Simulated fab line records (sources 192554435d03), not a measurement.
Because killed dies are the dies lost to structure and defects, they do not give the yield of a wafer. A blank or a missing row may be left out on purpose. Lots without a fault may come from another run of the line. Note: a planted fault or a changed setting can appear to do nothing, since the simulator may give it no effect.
Chamber matching :: flow n5 finfet :: N5_BEOL_M3_STRIP_19 on rie diel-02: 4 sister chambers
The step strips in O2. 16 wafers are shown with their chamber, then 8 later ones without.

WAFERS PAIRED WITH THEIR CHAMBERS
wafer: L077.1
chamber: 1
showerhead plenum p Torr (Torr): 2.00
drypump motor current A (A): 6.0
throttle valve pct (%): 16.31

wafer: L077.2
chamber: 3
showerhead plenum p Torr (Torr): 2.17
drypump motor current A (A): 5.5
throttle valve pct (%): 16.61

wafer: L077.5
chamber: 3
showerhead plenum p Torr (Torr): 2.18
drypump motor current A (A): 5.5
throttle valve pct (%): 16.62

wafer: L079.1
chamber: 3
showerhead plenum p Torr (Torr): 2.17
drypump motor current A (A): 5.5
throttle valve pct (%): 16.62

wafer: L079.2
chamber: 1
showerhead plenum p Torr (Torr): 2.00
drypump motor current A (A): 6.0
throttle valve pct (%): 16.31

wafer: L079.6
chamber: 0
showerhead plenum p Torr (Torr): 2.10
drypump motor current A (A): 5.0
throttle valve pct (%): 16.73

wafer: L080.1
chamber: 1
showerhead plenum p Torr (Torr): 1.99
drypump motor current A (A): 6.0
throttle valve pct (%): 16.32

wafer: L080.2
chamber: 3
showerhead plenum p Torr (Torr): 2.17
drypump motor current A (A): 5.4
throttle valve pct (%): 16.62

wafer: L080.4
chamber: 2
showerhead plenum p Torr (Torr): 2.06
drypump motor current A (A): 5.9
throttle valve pct (%): 16.75

wafer: L086.1
chamber: 0
showerhead plenum p Torr (Torr): 2.10
drypump motor current A (A): 5.1
throttle valve pct (%): 16.74

wafer: L086.4
chamber: 2
showerhead plenum p Torr (Torr): 2.06
drypump motor current A (A): 5.9
throttle valve pct (%): 16.77

wafer: L086.5
chamber: 0
showerhead plenum p Torr (Torr): 2.10
drypump motor current A (A): 5.0
throttle valve pct (%): 16.74

wafer: L090.4
chamber: 2
showerhead plenum p Torr (Torr): 2.05
drypump motor current A (A): 5.9
throttle valve pct (%): 16.78

wafer: L090.5
chamber: 3
showerhead plenum p Torr (Torr): 2.17
drypump motor current A (A): 5.5
throttle valve pct (%): 16.65

wafer: L090.6
chamber: 2
showerhead plenum p Torr (Torr): 2.05
drypump motor current A (A): 5.9
throttle valve pct (%): 16.76

wafer: L092.2
chamber: 0
showerhead plenum p Torr (Torr): 2.10
drypump motor current A (A): 5.1
throttle valve pct (%): 16.77

SIGNATURES (averages over the wafers above)
reading: showerhead plenum p Torr
chamber 0: 2.1000
chamber 1: 1.9967
chamber 2: 2.0550
chamber 3: 2.1720
scatter within a chamber: 0.00453

reading: drypump motor current A
chamber 0: 5.050
chamber 1: 6.000
chamber 2: 5.900
chamber 3: 5.480
scatter within a chamber: 0.0387

reading: throttle valve pct
chamber 0: 16.7450
chamber 1: 16.3133
chamber 2: 16.7650
chamber 3: 16.6240
scatter within a chamber: 0.0141
Rule: a wafer's distance from a chamber is the root of the sum, over the readings, of the square of ((its reading less the chamber's mean) divided by the reading's scatter). If the next closest chamber is less than 2 further off than the closest, the wafer can't be placed; otherwise it belongs to the closest. The scatter is the square root of a quotient: the sum, over the shown wafers, of each reading's squared deviation from its chamber's mean, divided by wafers minus chambers.

WAFERS WITHOUT THEIR CHAMBER
wafer: L092.4
showerhead plenum p Torr (Torr): 1.99
drypump motor current A (A): 6.1
throttle valve pct (%): 16.34

wafer: L092.5
showerhead plenum p Torr (Torr): 1.99
drypump motor current A (A): 6.0
throttle valve pct (%): 16.34

wafer: L095.1
showerhead plenum p Torr (Torr): 1.98
drypump motor current A (A): 6.0
throttle valve pct (%): 16.36

wafer: L095.3
showerhead plenum p Torr (Torr): 2.05
drypump motor current A (A): 5.9
throttle valve pct (%): 16.81

wafer: L095.5
showerhead plenum p Torr (Torr): 2.05
drypump motor current A (A): 5.9
throttle valve pct (%): 16.79

wafer: L096.2
showerhead plenum p Torr (Torr): 1.98
drypump motor current A (A): 6.0
throttle valve pct (%): 16.36

wafer: L096.4
showerhead plenum p Torr (Torr): 2.09
drypump motor current A (A): 5.0
throttle valve pct (%): 16.78

wafer: L096.6
showerhead plenum p Torr (Torr): 2.16
drypump motor current A (A): 5.5
throttle valve pct (%): 16.68

WHICH CHAMBER EACH ONE RAN IN
wafer: L092.4
from the rows above: 1
in truth: 1

wafer: L092.5
from the rows above: 1
in truth: 1

wafer: L095.1
from the rows above: 1
in truth: 1

wafer: L095.3
from the rows above: 2
in truth: 2

wafer: L095.5
from the rows above: 2
in truth: 2

wafer: L096.2
from the rows above: 1
in truth: 1

wafer: L096.4
from the rows above: 0
in truth: 0

wafer: L096.6
from the rows above: 3
in truth: 3
Placed correctly: 8 of 8. From these rows, 0 cannot be placed. Number placed wrongly: 0.
